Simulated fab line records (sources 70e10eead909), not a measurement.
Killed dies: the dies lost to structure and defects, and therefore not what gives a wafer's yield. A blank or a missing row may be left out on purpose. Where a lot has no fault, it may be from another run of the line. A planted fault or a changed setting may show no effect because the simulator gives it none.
fab line records + flow nandHarc
record:
- lots: 6
- wafers: 18
- lastDay: 24
route steps=1159 shown A_ONON_D1@428 END@1159
lots that met no fault: taken from a fault-free run of the same line
startH: hours from the record's first day to the start of the lot's first wafer shown + waitH: time in hours since the lot's previous step + " identical to the entry in the row above + L1.1+2: several wafers, shown together as one row + - no value present, or no start provided + * or withheld: withheld + < > ~ a bound
route shown NAME@n: names a module that has steps shown in the file, with the first one's number in the route + usual: average and standard deviation across the fault-free wafers + same: alike in all rows + chamber/n: place in a boat + sites: the reading at each site + _std_site: how widely they spread, as a standard deviation + _edge_site: the outer-site mean with the inner-site mean subtracted + radiusMm: how far each site lies from the wafer's centre + mask NAME#n: copy n + behind: tool/chamber where the wafer was last shaped + hold: reason for holding the lot/hours on hold/outcome of the hold + device: the transistor (n, p or np) that didn't switch + end of line: the same wafers' tests at the end of the route + where a step has no rows: the recipe by itself + killed: at the first sort, the dies lost to defects and structure; wafer yield is something else + map: the dies of a wafer, with x for killed, . for not killed, _ for no die there
set.NAME: the run value of the setting; set.NAME@STEP: its run value at that earlier step + model.NAME: the simulator's own value behind a step, which no gauge read
lots at some steps of the route; a table a step, a row a wafer
services: from which hour (startH, from the record's first day; less than 0 if before it) a tool's chamber was out of use, for how many hours, and why
== steps ==
step: NHARC_A_ONON_D1_DEP_06
recipe:
- targetThkA: 10000
- n2FlowSccm: 2750
- n2oFlowSccm: 2000
- nh3FlowSccm: 500
- sih4FlowSccm: 210
- tempC: 400
step: NHARC_A_ONON_D1_THK_MEAS_08
recipe:
- thkMeasGauge: ellipsometry
usual:
- thkNm: 998/11
| lot.wafer | tool         | chamber | startH | waitH | thkNm |
|-----------|--------------|---------|--------|-------|-------|
| L497.2    | filmMetro-01 | -       | 212.66 | -     | 982   |
| L497.5    | "            | -       | "      | "     | 982   |
| L497.6    | "            | -       | "      | "     | 982   |
| L502.3    | filmMetro-01 | -       | 247.91 | -     | 997   |
| L502.5    | "            | -       | "      | "     | 1000  |
| L502.6    | "            | -       | "      | "     | 1001  |
| L505.1    | filmMetro-01 | -       | 259.07 | -     | 1019  |
| L505.5    | "            | -       | "      | "     | 1020  |
| L505.6    | "            | -       | "      | "     | 1021  |
| L506.1    | filmMetro-01 | -       | 267.82 | -     | 981   |
| L506.3    | "            | -       | "      | "     | 982   |
| L506.4    | "            | -       | "      | "     | 980   |
| L507.1    | filmMetro-01 | -       | 267.84 | -     | 988   |
| L507.4    | "            | -       | "      | "     | 989   |
| L507.5    | "            | -       | "      | "     | 988   |
| L509.3    | filmMetro-02 | -       | 284.73 | -     | 992   |
| L509.5    | "            | -       | "      | "     | 990   |
| L509.6    | "            | -       | "      | "     | 990   |
step: NHARC_A_ONON_D1_DEP_09
recipe:
- targetThkA: 10000
- n2FlowSccm: 2750
- n2oFlowSccm: 2000
- nh3FlowSccm: 500
- sih4FlowSccm: 210
- tempC: 400
step: NHARC_A_ONON_D1_THK_MEAS_11
recipe:
- thkMeasGauge: ellipsometry
usual:
- thkNm: 1000/8.8
| lot.wafer | tool         | chamber | startH | waitH | thkNm |
|-----------|--------------|---------|--------|-------|-------|
| L497.2    | filmMetro-02 | -       | 213.22 | -     | 998   |
| L497.5    | "            | -       | "      | "     | 997   |
| L497.6    | "            | -       | "      | "     | 995   |
| L502.3    | filmMetro-01 | -       | 248.48 | -     | 997   |
| L502.5    | "            | -       | "      | "     | 997   |
| L502.6    | "            | -       | "      | "     | 996   |
| L505.1    | filmMetro-01 | -       | 259.64 | -     | 1007  |
| L505.5    | "            | -       | "      | "     | 1005  |
| L505.6    | "            | -       | "      | "     | 1006  |
| L506.1    | filmMetro-02 | -       | 268.38 | -     | 1002  |
| L506.3    | "            | -       | "      | "     | 1001  |
| L506.4    | "            | -       | "      | "     | 1001  |
| L507.1    | filmMetro-01 | -       | 268.41 | -     | 997   |
| L507.4    | "            | -       | "      | "     | 998   |
| L507.5    | "            | -       | "      | "     | 995   |
| L509.3    | filmMetro-02 | -       | 285.30 | -     | 1004  |
| L509.5    | "            | -       | "      | "     | 1004  |
| L509.6    | "            | -       | "      | "     | 1003  |
step: NHARC_A_ONON_D1_DEP_12
recipe:
- targetThkA: 10000
- n2FlowSccm: 2750
- n2oFlowSccm: 2000
- nh3FlowSccm: 500
- sih4FlowSccm: 210
- tempC: 400
step: NHARC_A_ONON_D1_THK_MEAS_14
recipe:
- thkMeasGauge: ellipsometry
usual:
- thkNm: 1001/12
| lot.wafer | tool         | chamber | startH | waitH | thkNm |
|-----------|--------------|---------|--------|-------|-------|
| L497.2    | filmMetro-01 | -       | 213.79 | -     | 993   |
| L497.5    | "            | -       | "      | "     | 994   |
| L497.6    | "            | -       | "      | "     | 994   |
| L502.3    | filmMetro-01 | -       | 249.07 | -     | 988   |
| L502.5    | "            | -       | "      | "     | 988   |
| L502.6    | "            | -       | "      | "     | 987   |
| L505.1    | filmMetro-01 | -       | 260.20 | -     | 992   |
| L505.5    | "            | -       | "      | "     | 992   |
| L505.6    | "            | -       | "      | "     | 993   |
| L506.1    | filmMetro-01 | -       | 268.95 | -     | 1012  |
| L506.3    | "            | -       | "      | "     | 1011  |
| L506.4    | "            | -       | "      | "     | 1011  |
| L507.1    | filmMetro-02 | -       | 269.00 | -     | 983   |
| L507.4    | "            | -       | "      | "     | 983   |
| L507.5    | "            | -       | "      | "     | 982   |
| L509.3    | filmMetro-01 | -       | 285.87 | -     | 1005  |
| L509.5    | "            | -       | "      | "     | 1006  |
| L509.6    | "            | -       | "      | "     | 1005  |
step: NHARC_A_ONON_D1_ANNEAL_15
recipe:
- tempC: 750
- timeS: 3600
step: NHARC_A_ONON_D1_DEP_16
recipe:
- targetThkA: 10000
- n2FlowSccm: 2750
- n2oFlowSccm: 2000
- nh3FlowSccm: 500
- sih4FlowSccm: 210
- tempC: 400
step: NHARC_A_ONON_D1_THK_MEAS_18
recipe:
- thkMeasGauge: ellipsometry
usual:
- thkNm: 997/11
| lot.wafer | tool         | chamber | startH | waitH | thkNm |
|-----------|--------------|---------|--------|-------|-------|
| L497.2    | filmMetro-02 | -       | 221.79 | -     | 1014  |
| L497.5    | "            | -       | "      | "     | 1014  |
| L497.6    | "            | -       | "      | "     | 1014  |
| L502.3    | filmMetro-01 | -       | 258.59 | -     | 1000  |
| L502.5    | "            | -       | "      | "     | 1001  |
| L502.6    | "            | -       | "      | "     | 999   |
| L505.1    | filmMetro-02 | -       | 270.98 | -     | 1016  |
| L505.5    | "            | -       | "      | "     | 1016  |
| L505.6    | "            | -       | "      | "     | 1017  |
| L506.1    | filmMetro-01 | -       | 278.64 | -     | 994   |
| L506.3    | "            | -       | "      | "     | 994   |
| L506.4    | "            | -       | "      | "     | 995   |
| L507.1    | filmMetro-01 | -       | 278.66 | -     | 967   |
| L507.4    | "            | -       | "      | "     | 966   |
| L507.5    | "            | -       | "      | "     | 967   |
| L509.3    | filmMetro-01 | -       | 292.97 | -     | 988   |
| L509.5    | "            | -       | "      | "     | 988   |
| L509.6    | "            | -       | "      | "     | 988   |
step: NHARC_A_ONON_D1_DEP_19
recipe:
- targetThkA: 10000
- n2FlowSccm: 2750
- n2oFlowSccm: 2000
- nh3FlowSccm: 500
- sih4FlowSccm: 210
- tempC: 400
step: NHARC_A_ONON_D1_THK_MEAS_21
recipe:
- thkMeasGauge: ellipsometry
usual:
- thkNm: 1002/11
| lot.wafer | tool         | chamber | startH | waitH | thkNm |
|-----------|--------------|---------|--------|-------|-------|
| L497.2    | filmMetro-02 | -       | 222.36 | -     | 1019  |
| L497.5    | "            | -       | "      | "     | 1019  |
| L497.6    | "            | -       | "      | "     | 1018  |
| L502.3    | filmMetro-01 | -       | 259.18 | -     | 1007  |
| L502.5    | "            | -       | "      | "     | 1007  |
| L502.6    | "            | -       | "      | "     | 1005  |
| L505.1    | filmMetro-02 | -       | 271.54 | -     | 989   |
| L505.5    | "            | -       | "      | "     | 990   |
| L505.6    | "            | -       | "      | "     | 990   |
| L506.1    | filmMetro-01 | -       | 279.21 | -     | 1000  |
| L506.3    | "            | -       | "      | "     | 998   |
| L506.4    | "            | -       | "      | "     | 999   |
| L507.1    | filmMetro-01 | -       | 279.22 | -     | 997   |
| L507.4    | "            | -       | "      | "     | 997   |
| L507.5    | "            | -       | "      | "     | 998   |
| L509.3    | filmMetro-02 | -       | 293.54 | -     | 1012  |
| L509.5    | "            | -       | "      | "     | 1011  |
| L509.6    | "            | -       | "      | "     | 1010  |
step: NHARC_A_ONON_D1_DEP_22
recipe:
- targetThkA: 10000
- n2FlowSccm: 2750
- n2oFlowSccm: 2000
- nh3FlowSccm: 500
- sih4FlowSccm: 210
- tempC: 400
usual:
- n2FlowSccm: 2751/8.3
- susceptorTempC: 399.97/0.22
| lot.wafer | tool         | chamber | startH | waitH | n2FlowSccm | susceptorTempC |
|-----------|--------------|---------|--------|-------|------------|----------------|
| L497.2    | pecvdOnon-04 | 0       | 222.47 | 0.1   | 2762       | 400.25         |
| L497.5    | "            | 0       | "      | "     | 2762       | 399.77         |
| L497.6    | "            | 0       | "      | "     | 2757       | 400.20         |
| L502.3    | pecvdOnon-04 | 0       | 259.35 | 0.2   | 2750       | 399.96         |
| L502.5    | "            | 0       | "      | "     | 2763       | 399.63         |
| L502.6    | "            | 0       | "      | "     | 2764       | 399.92         |
| L505.1    | pecvdOnon-04 | 0       | 271.60 | 0.1   | 2744       | 399.64         |
| L505.5    | "            | 0       | "      | "     | 2740       | 400.18         |
| L505.6    | "            | 0       | "      | "     | 2741       | 399.75         |
| L506.1    | pecvdOnon-04 | 0       | 279.26 | 0.1   | 2733       | 400.08         |
| L506.3    | "            | 0       | "      | "     | 2743       | 400.02         |
| L506.4    | "            | 0       | "      | "     | 2750       | 399.84         |
| L507.1    | pecvdOnon-03 | 0       | 279.28 | 0.1   | 2749       | 400.34         |
| L507.4    | "            | 0       | "      | "     | 2753       | 400.45         |
| L507.5    | "            | 0       | "      | "     | 2755       | 399.87         |
| L509.3    | pecvdOnon-03 | 0       | 293.71 | 0.2   | 2759       | 400.08         |
| L509.5    | "            | 0       | "      | "     | 2741       | 400.30         |
| L509.6    | "            | 0       | "      | "     | 2754       | 400.31         |
step: NHARC_A_ONON_D1_THK_MEAS_24
recipe:
- thkMeasGauge: ellipsometry
usual:
- thkNm: 1001/9.6
| lot.wafer | tool         | chamber | startH | waitH | thkNm |
|-----------|--------------|---------|--------|-------|-------|
| L497.2    | filmMetro-02 | -       | 222.93 | -     | 994   |
| L497.5    | "            | -       | "      | "     | 995   |
| L497.6    | "            | -       | "      | "     | 996   |
| L502.3    | filmMetro-01 | -       | 259.75 | -     | 1001  |
| L502.5    | "            | -       | "      | "     | 1001  |
| L502.6    | "            | -       | "      | "     | 1000  |
| L505.1    | filmMetro-02 | -       | 272.11 | -     | 1694  |
| L505.5    | "            | -       | "      | "     | 1694  |
| L505.6    | "            | -       | "      | "     | 1695  |
| L506.1    | filmMetro-01 | -       | 279.78 | -     | 1691  |
| L506.3    | "            | -       | "      | "     | 1689  |
| L506.4    | "            | -       | "      | "     | 1690  |
| L507.1    | filmMetro-01 | -       | 279.79 | -     | 994   |
| L507.4    | "            | -       | "      | "     | 994   |
| L507.5    | "            | -       | "      | "     | 996   |
| L509.3    | filmMetro-02 | -       | 294.11 | -     | 990   |
| L509.5    | "            | -       | "      | "     | 991   |
| L509.6    | "            | -       | "      | "     | 991   |
step: NHARC_A_ONON_D1_DEP_25
recipe:
- targetThkA: 10000
- n2FlowSccm: 2750
- n2oFlowSccm: 2000
- nh3FlowSccm: 500
- sih4FlowSccm: 210
- tempC: 400
step: NHARC_END_SORT_01
recipe:
- tempC: 25
usual:
- killedAtArray: 25/9.2
- killedAtOther: 0.9/1.3
- killedAtPeriphery: 3.3/2.3
- killedDies: 29/9.6
- killedOpen: 3.2/1.8
- killedShort: 2/1.4
same:
- grossDies: 677
| lot.wafer | tool      | chamber | startH | waitH | killedAtArray | killedAtOther | killedAtPeriphery | killedDies | killedOpen | killedShort |
|-----------|-----------|---------|--------|-------|---------------|---------------|-------------------|------------|------------|-------------|
| L505.1    | prober-02 | 0       | 559.43 | 2.5   | 670           | 2             | 5                 | 677        | 6          | 0           |
| L505.5    | prober-02 | 0       | 562.63 | 3.7   | 673           | 2             | 2                 | 677        | 3          | 0           |
| L505.6    | prober-02 | 0       | 563.43 | 4.0   | 671           | 1             | 5                 | 677        | 6          | 1           |
| L506.1    | prober-02 | 0       | 567.25 | 2.5   | 672           | 2             | 3                 | 677        | 2          | 2           |
| L506.3    | prober-02 | 0       | 568.82 | 3.1   | 674           | 2             | 1                 | 677        | 3          | 1           |
| L506.4    | prober-02 | 0       | 569.61 | 3.4   | 671           | 2             | 4                 | 677        | 6          | 1           |
killed by level:class
L505.1 A_ONON_D1:areaDep=658 P_ZERO_WELL:chamberFilmFlake=4 A_STAIRCASE:chamberFilmFlake=3 A_CONTACT:chamberFilmFlake=3 A_ONON_D1:geometricParticle:open=2 A_CHANNEL_HOLE_D1:chamberFilmFlake=2 P_M2:geometricParticle:open=1 A_SGD_CUT:geometricParticle:open=1
L505.5 A_ONON_D1:areaDep=658 A_CONTACT:chamberFilmFlake=6 A_CHANNEL_HOLE_D1:chamberFilmFlake=4 A_STAIRCASE:chamberFilmFlake=2 THIN_TSV:chamberFilmFlake=2 A_SLIT:geometricParticle:open=1 A_CONTACT:geometricParticle:open=1 A_M0:geometricParticle:open=1
L505.6 A_ONON_D1:areaDep=652 A_CONTACT:chamberFilmFlake=6 A_CHANNEL_HOLE_D1:chamberFilmFlake=4 A_STAIRCASE:chamberFilmFlake=4 P_CONTACT:geometricParticle:open=2 A_SGD_CUT:geometricParticle:short=1 A_WL_FILL:geometricParticle:open=1 A_CONTACT:geometricParticle:open=1
L506.1 A_ONON_D1:areaDep=628 A_CHANNEL_HOLE_D1:chamberFilmFlake=21 A_SLIT:chamberFilmFlake=14 A_CONTACT:chamberFilmFlake=6 P_CONTACT:geometricParticle:short=1 A_CONTACT:geometricParticle:short=1 A_M1:geometricParticle:open=1 STARTING-WAFER:geometricParticle:open=1
L506.3 A_ONON_D1:areaDep=639 A_CHANNEL_HOLE_D1:chamberFilmFlake=14 A_SLIT:chamberFilmFlake=8 A_CONTACT:chamberFilmFlake=7 A_CHANNEL_FILL_D1:chamberFilmFlake=2 THIN_TSV:chamberFilmFlake=2 A_SOURCE_PLATE:geometricParticle:open=1 A_STAIRCASE:geometricParticle:open=1
L506.4 A_ONON_D1:areaDep=636 A_CHANNEL_HOLE_D1:chamberFilmFlake=20 A_SLIT:chamberFilmFlake=7 P_M2:geometricParticle:open=2 A_CONTACT:chamberFilmFlake=2 A_ONON_D1:geometricParticle:short=1 A_ONON_D1:geometricParticle:open=1 A_CONTACT:geometricParticle:open=1
map L505.1 (x killed, . not)
____________x____________
_________xxxxxxx_________
_______xxxxxxxxxxx_______
______xxxxxxxxxxxxx______
_____xxxxxxxxxxxxxxx_____
____xxxxxxxxxxxxxxxxx____
____xxxxxxxxxxxxxxxxx____
___xxxxxxxxxxxxxxxxxxx___
___xxxxxxxxxxxxxxxxxxx___
__xxxxxxxxxxxxxxxxxxxxx__
__xxxxxxxxxxxxxxxxxxxxx__
_xxxxxxxxxxxxxxxxxxxxxxx_
_xxxxxxxxxxxxxxxxxxxxxxx_
_xxxxxxxxxxxxxxxxxxxxxxx_
_xxxxxxxxxxxxxxxxxxxxxxx_
_xxxxxxxxxxxxxxxxxxxxxxx_
xxxxxxxxxxxxxxxxxxxxxxxxx
xxxxxxxxxxxxxxxxxxxxxxxxx
xxxxxxxxxxxxxxxxxxxxxxxxx
xxxxxxxxxxxxxxxxxxxxxxxxx
xxxxxxxxxxxxxxxxxxxxxxxxx
_xxxxxxxxxxxxxxxxxxxxxxx_
_xxxxxxxxxxxxxxxxxxxxxxx_
_xxxxxxxxxxxxxxxxxxxxxxx_
_xxxxxxxxxxxxxxxxxxxxxxx_
_xxxxxxxxxxxxxxxxxxxxxxx_
__xxxxxxxxxxxxxxxxxxxxx__
__xxxxxxxxxxxxxxxxxxxxx__
___xxxxxxxxxxxxxxxxxxx___
___xxxxxxxxxxxxxxxxxxx___
____xxxxxxxxxxxxxxxxx____
____xxxxxxxxxxxxxxxxx____
_____xxxxxxxxxxxxxxx_____
______xxxxxxxxxxxxx______
_______xxxxxxxxxxx_______
_________xxxxxxx_________
____________x____________
map L506.1 (x killed, . not)
____________x____________
_________xxxxxxx_________
_______xxxxxxxxxxx_______
______xxxxxxxxxxxxx______
_____xxxxxxxxxxxxxxx_____
____xxxxxxxxxxxxxxxxx____
____xxxxxxxxxxxxxxxxx____
___xxxxxxxxxxxxxxxxxxx___
___xxxxxxxxxxxxxxxxxxx___
__xxxxxxxxxxxxxxxxxxxxx__
__xxxxxxxxxxxxxxxxxxxxx__
_xxxxxxxxxxxxxxxxxxxxxxx_
_xxxxxxxxxxxxxxxxxxxxxxx_
_xxxxxxxxxxxxxxxxxxxxxxx_
_xxxxxxxxxxxxxxxxxxxxxxx_
_xxxxxxxxxxxxxxxxxxxxxxx_
xxxxxxxxxxxxxxxxxxxxxxxxx
xxxxxxxxxxxxxxxxxxxxxxxxx
xxxxxxxxxxxxxxxxxxxxxxxxx
xxxxxxxxxxxxxxxxxxxxxxxxx
xxxxxxxxxxxxxxxxxxxxxxxxx
_xxxxxxxxxxxxxxxxxxxxxxx_
_xxxxxxxxxxxxxxxxxxxxxxx_
_xxxxxxxxxxxxxxxxxxxxxxx_
_xxxxxxxxxxxxxxxxxxxxxxx_
_xxxxxxxxxxxxxxxxxxxxxxx_
__xxxxxxxxxxxxxxxxxxxxx__
__xxxxxxxxxxxxxxxxxxxxx__
___xxxxxxxxxxxxxxxxxxx___
___xxxxxxxxxxxxxxxxxxx___
____xxxxxxxxxxxxxxxxx____
____xxxxxxxxxxxxxxxxx____
_____xxxxxxxxxxxxxxx_____
______xxxxxxxxxxxxx______
_______xxxxxxxxxxx_______
_________xxxxxxx_________
____________x____________
== services ==
| tool         | chamber | startH | hours | kind |
|--------------|---------|--------|-------|------|
| pecvdOnon-04 | -       | 237.00 | 13.0  | pm   |
== key ==
firstSign:
- step: NHARC_A_ONON_D1_THK_MEAS_24
- reading: thkNm
- direction: up
- sigmas: 72
- usual: 1001
- struck: 1692
effect:
- step: NHARC_END_SORT_01
- reading: killedAtArray
- direction: up
- sigmas: 70
- usual: 25
- struck: 672
moreKillsBornAt:
- NHARC_A_ONON_D1_DEP_22@pecvdOnon-04: 3871
metAt NHARC_A_ONON_D1_DEP_22
struckWafers L505.1,L505.5,L505.6,L506.1,L506.3,L506.4
laterRowsLeftOut L505.1,L505.5,L505.6,L506.1,L506.3,L506.4
testerLeftOut L505,L506
onsetBetween 259.35 271.60
fault:
- kind: processParameterDrift
- tool: pecvdOnon-04
- chamber: -
- onsetH: 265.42
- steps: NHARC_A_ONON_D1_DEP_22
- channel: targetThkA
- offset: *
- shape: step
- endH: 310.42
- actsIn: *
- stated: *
testerLeftOut: of these lots the tester's yield and bins aren't shown, on N5 and GAA mostly nor the transistor test; their killed dies are dies lost to structure and defects alone, not to doping, threshold or leakage, so they don't give the yield
laterRowsLeftOut: the simulator's readings of these wafers behind a module that went badly wrong aren't trusted and aren't shown, but for the sort
